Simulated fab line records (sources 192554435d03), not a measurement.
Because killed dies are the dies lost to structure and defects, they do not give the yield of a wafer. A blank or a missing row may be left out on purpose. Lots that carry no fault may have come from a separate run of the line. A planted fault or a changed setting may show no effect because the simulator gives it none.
Split-lot experiment || flow n5 finfet || 7 lots, 39 wafers read, on a route of 1938 steps

== ON THE SPLIT ==
At N5_BEOL_M7_CVD_78 (deposits Co from CCTBA/H2, target thk 2 nm, time 142.3 s), the setting target thk a was moved away from the recipe's 20 angstrom on 15 of the 39 wafers read, by -24.2% to +56.0%. The other wafers ran this setting at the recipe's value.

The split's own step is where the reading is taken.

== THE READING ==
Co_of_BEOL_M7_CVD_78.thk nm (the simulator's own value, which no gauge read), in nm, at N5_BEOL_M7_CVD_78 (deposits Co from CCTBA/H2, target thk 2 nm, time 142.3 s). The file does not state a usual value for it. Here, 24 wafers ran the recipe; their average is 2.0 nm with a standard deviation of 0.14 nm.

{"wafer": "L076.1", "tool, chamber at the split": "cvd co-01, 1,2,1", "target thk a as run, angstrom": 20, "against the recipe": "recipe", "Co_of_BEOL_M7_CVD_78.thk nm, nm": 2.2, "against lot-mates on the recipe": "-"}
{"wafer": "L076.3", "tool, chamber at the split": "cvd co-01, 1,2,1", "target thk a as run, angstrom": 20, "against the recipe": "recipe", "Co_of_BEOL_M7_CVD_78.thk nm, nm": 2.2, "against lot-mates on the recipe": "-"}
{"wafer": "L076.6", "tool, chamber at the split": "cvd co-01, 1,2,1", "target thk a as run, angstrom": 20, "against the recipe": "recipe", "Co_of_BEOL_M7_CVD_78.thk nm, nm": 2.2, "against lot-mates on the recipe": "-"}
{"wafer": "L076.2", "tool, chamber at the split": "cvd co-01, 0", "target thk a as run, angstrom": 20, "against the recipe": "recipe", "Co_of_BEOL_M7_CVD_78.thk nm, nm": 2, "against lot-mates on the recipe": "-"}
{"wafer": "L076.4", "tool, chamber at the split": "cvd co-01, 0", "target thk a as run, angstrom": 20, "against the recipe": "recipe", "Co_of_BEOL_M7_CVD_78.thk nm, nm": 2, "against lot-mates on the recipe": "-"}
{"wafer": "L076.5", "tool, chamber at the split": "cvd co-01, 2", "target thk a as run, angstrom": 20, "against the recipe": "recipe", "Co_of_BEOL_M7_CVD_78.thk nm, nm": 2.4, "against lot-mates on the recipe": "-"}
{"wafer": "L081.1", "tool, chamber at the split": "cvd co-02, 1,0,1", "target thk a as run, angstrom": 20, "against the recipe": "recipe", "Co_of_BEOL_M7_CVD_78.thk nm, nm": 2, "against lot-mates on the recipe": "-"}
{"wafer": "L081.3", "tool, chamber at the split": "cvd co-02, 1,0,1", "target thk a as run, angstrom": 20, "against the recipe": "recipe", "Co_of_BEOL_M7_CVD_78.thk nm, nm": 2, "against lot-mates on the recipe": "-"}
{"wafer": "L081.4", "tool, chamber at the split": "cvd co-02, 1,0,1", "target thk a as run, angstrom": 20, "against the recipe": "recipe", "Co_of_BEOL_M7_CVD_78.thk nm, nm": 2, "against lot-mates on the recipe": "-"}
{"wafer": "L081.2", "tool, chamber at the split": "cvd co-02, 2", "target thk a as run, angstrom": 15.15, "against the recipe": "-24.2%", "Co_of_BEOL_M7_CVD_78.thk nm, nm": 1.6, "against lot-mates on the recipe": -0.4}
{"wafer": "L081.6", "tool, chamber at the split": "cvd co-02, 2", "target thk a as run, angstrom": 15.15, "against the recipe": "-24.2%", "Co_of_BEOL_M7_CVD_78.thk nm, nm": 1.6, "against lot-mates on the recipe": -0.4}
{"wafer": "L081.5", "tool, chamber at the split": "cvd co-02, 0", "target thk a as run, angstrom": 15.15, "against the recipe": "-24.2%", "Co_of_BEOL_M7_CVD_78.thk nm, nm": 1.4, "against lot-mates on the recipe": -0.6}
{"wafer": "L082.1", "tool, chamber at the split": "cvd co-01, 0", "target thk a as run, angstrom": 27.31, "against the recipe": "+36.5%", "Co_of_BEOL_M7_CVD_78.thk nm, nm": 2.6, "against lot-mates on the recipe": "+0.6"}
{"wafer": "L082.2", "tool, chamber at the split": "cvd co-01, 1,2", "target thk a as run, angstrom": 27.31, "against the recipe": "+36.5%", "Co_of_BEOL_M7_CVD_78.thk nm, nm": 2.8, "against lot-mates on the recipe": "+0.8"}
{"wafer": "L082.5", "tool, chamber at the split": "cvd co-01, 1,2", "target thk a as run, angstrom": 27.31, "against the recipe": "+36.5%", "Co_of_BEOL_M7_CVD_78.thk nm, nm": 2.8, "against lot-mates on the recipe": "+0.8"}
{"wafer": "L082.3", "tool, chamber at the split": "cvd co-01, 2,0,1", "target thk a as run, angstrom": 20, "against the recipe": "recipe", "Co_of_BEOL_M7_CVD_78.thk nm, nm": 2, "against lot-mates on the recipe": "-"}
{"wafer": "L082.4", "tool, chamber at the split": "cvd co-01, 2,0,1", "target thk a as run, angstrom": 20, "against the recipe": "recipe", "Co_of_BEOL_M7_CVD_78.thk nm, nm": 2, "against lot-mates on the recipe": "-"}
{"wafer": "L082.6", "tool, chamber at the split": "cvd co-01, 2,0,1", "target thk a as run, angstrom": 20, "against the recipe": "recipe", "Co_of_BEOL_M7_CVD_78.thk nm, nm": 2, "against lot-mates on the recipe": "-"}
{"wafer": "L085.1", "tool, chamber at the split": "cvd co-01, 2", "target thk a as run, angstrom": 20, "against the recipe": "recipe", "Co_of_BEOL_M7_CVD_78.thk nm, nm": 2.2, "against lot-mates on the recipe": "-"}
{"wafer": "L085.6", "tool, chamber at the split": "cvd co-01, 2", "target thk a as run, angstrom": 20, "against the recipe": "recipe", "Co_of_BEOL_M7_CVD_78.thk nm, nm": 2.2, "against lot-mates on the recipe": "-"}
{"wafer": "L085.2", "tool, chamber at the split": "cvd co-01, 1", "target thk a as run, angstrom": 15.61, "against the recipe": "-22.0%", "Co_of_BEOL_M7_CVD_78.thk nm, nm": 1.8, "against lot-mates on the recipe": -0.3}
{"wafer": "L085.4", "tool, chamber at the split": "cvd co-01, 1", "target thk a as run, angstrom": 15.61, "against the recipe": "-22.0%", "Co_of_BEOL_M7_CVD_78.thk nm, nm": 1.8, "against lot-mates on the recipe": -0.3}
{"wafer": "L085.3", "tool, chamber at the split": "cvd co-01, 0", "target thk a as run, angstrom": 20, "against the recipe": "recipe", "Co_of_BEOL_M7_CVD_78.thk nm, nm": 2, "against lot-mates on the recipe": "-"}
{"wafer": "L085.5", "tool, chamber at the split": "cvd co-01, 0", "target thk a as run, angstrom": 15.61, "against the recipe": "-22.0%", "Co_of_BEOL_M7_CVD_78.thk nm, nm": 1.6, "against lot-mates on the recipe": -0.5}
{"wafer": "L091.3", "tool, chamber at the split": "cvd co-01, 0", "target thk a as run, angstrom": 20, "against the recipe": "recipe", "Co_of_BEOL_M7_CVD_78.thk nm, nm": 1.8, "against lot-mates on the recipe": "-"}
{"wafer": "L091.5", "tool, chamber at the split": "cvd co-01, 0", "target thk a as run, angstrom": 20, "against the recipe": "recipe", "Co_of_BEOL_M7_CVD_78.thk nm, nm": 1.8, "against lot-mates on the recipe": "-"}
{"wafer": "L091.6", "tool, chamber at the split": "cvd co-01, 1", "target thk a as run, angstrom": 20, "against the recipe": "recipe", "Co_of_BEOL_M7_CVD_78.thk nm, nm": 2, "against lot-mates on the recipe": "-"}
{"wafer": "L095.1", "tool, chamber at the split": "cvd co-01, 1,0", "target thk a as run, angstrom": 20, "against the recipe": "recipe", "Co_of_BEOL_M7_CVD_78.thk nm, nm": 2, "against lot-mates on the recipe": "-"}
{"wafer": "L095.2", "tool, chamber at the split": "cvd co-01, 1,0", "target thk a as run, angstrom": 20, "against the recipe": "recipe", "Co_of_BEOL_M7_CVD_78.thk nm, nm": 2, "against lot-mates on the recipe": "-"}
{"wafer": "L095.3", "tool, chamber at the split": "cvd co-01, 2", "target thk a as run, angstrom": 20, "against the recipe": "recipe", "Co_of_BEOL_M7_CVD_78.thk nm, nm": 2.2, "against lot-mates on the recipe": "-"}
{"wafer": "L095.4", "tool, chamber at the split": "cvd co-01, 2", "target thk a as run, angstrom": 28.87, "against the recipe": "+44.4%", "Co_of_BEOL_M7_CVD_78.thk nm, nm": 3.2, "against lot-mates on the recipe": "+1.1"}
{"wafer": "L095.5", "tool, chamber at the split": "cvd co-01, 0", "target thk a as run, angstrom": 28.87, "against the recipe": "+44.4%", "Co_of_BEOL_M7_CVD_78.thk nm, nm": 2.8, "against lot-mates on the recipe": "+0.7"}
{"wafer": "L095.6", "tool, chamber at the split": "cvd co-01, 1", "target thk a as run, angstrom": 28.87, "against the recipe": "+44.4%", "Co_of_BEOL_M7_CVD_78.thk nm, nm": 3, "against lot-mates on the recipe": "+0.9"}
{"wafer": "L094.1", "tool, chamber at the split": "cvd co-01, 1", "target thk a as run, angstrom": 20, "against the recipe": "recipe", "Co_of_BEOL_M7_CVD_78.thk nm, nm": 2, "against lot-mates on the recipe": "-"}
{"wafer": "L094.6", "tool, chamber at the split": "cvd co-01, 1", "target thk a as run, angstrom": 20, "against the recipe": "recipe", "Co_of_BEOL_M7_CVD_78.thk nm, nm": 2, "against lot-mates on the recipe": "-"}
{"wafer": "L094.2", "tool, chamber at the split": "cvd co-01, 0", "target thk a as run, angstrom": 20, "against the recipe": "recipe", "Co_of_BEOL_M7_CVD_78.thk nm, nm": 1.8, "against lot-mates on the recipe": "-"}
{"wafer": "L094.3", "tool, chamber at the split": "cvd co-01, 2", "target thk a as run, angstrom": 31.2, "against the recipe": "+56.0%", "Co_of_BEOL_M7_CVD_78.thk nm, nm": 3.2, "against lot-mates on the recipe": "+1.3"}
{"wafer": "L094.4", "tool, chamber at the split": "cvd co-01, 2", "target thk a as run, angstrom": 31.2, "against the recipe": "+56.0%", "Co_of_BEOL_M7_CVD_78.thk nm, nm": 3.4, "against lot-mates on the recipe": "+1.5"}
{"wafer": "L094.5", "tool, chamber at the split": "cvd co-01, 0", "target thk a as run, angstrom": 31.2, "against the recipe": "+56.0%", "Co_of_BEOL_M7_CVD_78.thk nm, nm": 3, "against lot-mates on the recipe": "+1.1"}
If several chambers appear in one row, that row covers several wafers at once and the file leaves open which wafer was in which chamber.

FIT RESULTS
A straight line over all 39 wafers: Co_of_BEOL_M7_CVD_78.thk nm changes by +0.02 nm for each +1% of target thk a; r = +0.96; the points scatter about the line by 0.15 nm.
The same after taking each lot's own level away (the mean of its wafers on the recipe; 39 wafers): +0.0211 nm for each +1%; r = +0.97; scatter 0.12 nm.
According to that fit, moving target thk a by its largest amount changes the reading by 1.2 nm.
The lots' own levels span 1.87 to 2.17 nm, that is 2.1 times the standard deviation above.
The two slopes are in agreement: the lot-to-lot level therefore moves the slope only a little.
Check: with one of the wafers moved furthest among these (+56.0%) left out of the fit, the line predicts +1.18 nm for it against its lot-mates. Against them it came out at +1.27 nm.

== THESE WAFERS: OTHER SPLITS ==
These wafers also went through other splits before the reading. Each is held against what the fit with the lots' levels taken away leaves over:
{"other split on the same wafers": "N5_STI_FIN_REVEAL_ETCHBACK_08 target depth a", "wafers away from the commonest value": 15, "r with Co_of_BEOL_M7_CVD_78.thk nm (lot level and that fit taken away)": "+0.04"}
{"other split on the same wafers": "N5_SD_EPI_N_DESCUM_14 time s", "wafers away from the commonest value": 18, "r with Co_of_BEOL_M7_CVD_78.thk nm (lot level and that fit taken away)": -0.13}
{"other split on the same wafers": "N5_MOL_CONTACT_COAG_ALD_27 ald cycles", "wafers away from the commonest value": 9, "r with Co_of_BEOL_M7_CVD_78.thk nm (lot level and that fit taken away)": -0.08}
{"other split on the same wafers": "N5_BEOL_M2_ILD_DEP_00 target thk a", "wafers away from the commonest value": 9, "r with Co_of_BEOL_M7_CVD_78.thk nm (lot level and that fit taken away)": -0.23}
{"other split on the same wafers": "N5_BEOL_M3_ETCH_70 time s", "wafers away from the commonest value": 15, "r with Co_of_BEOL_M7_CVD_78.thk nm (lot level and that fit taken away)": "+0.05"}
{"other split on the same wafers": "N5_BEOL_M5_ILD_DEP_00 target thk a", "wafers away from the commonest value": 12, "r with Co_of_BEOL_M7_CVD_78.thk nm (lot level and that fit taken away)": -0.05}

== THE FILE'S OWN FIT ==
Co_of_BEOL_M7_CVD_78.thk nm changes by +0.0212 nm for each +1% of target thk a, r = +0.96.
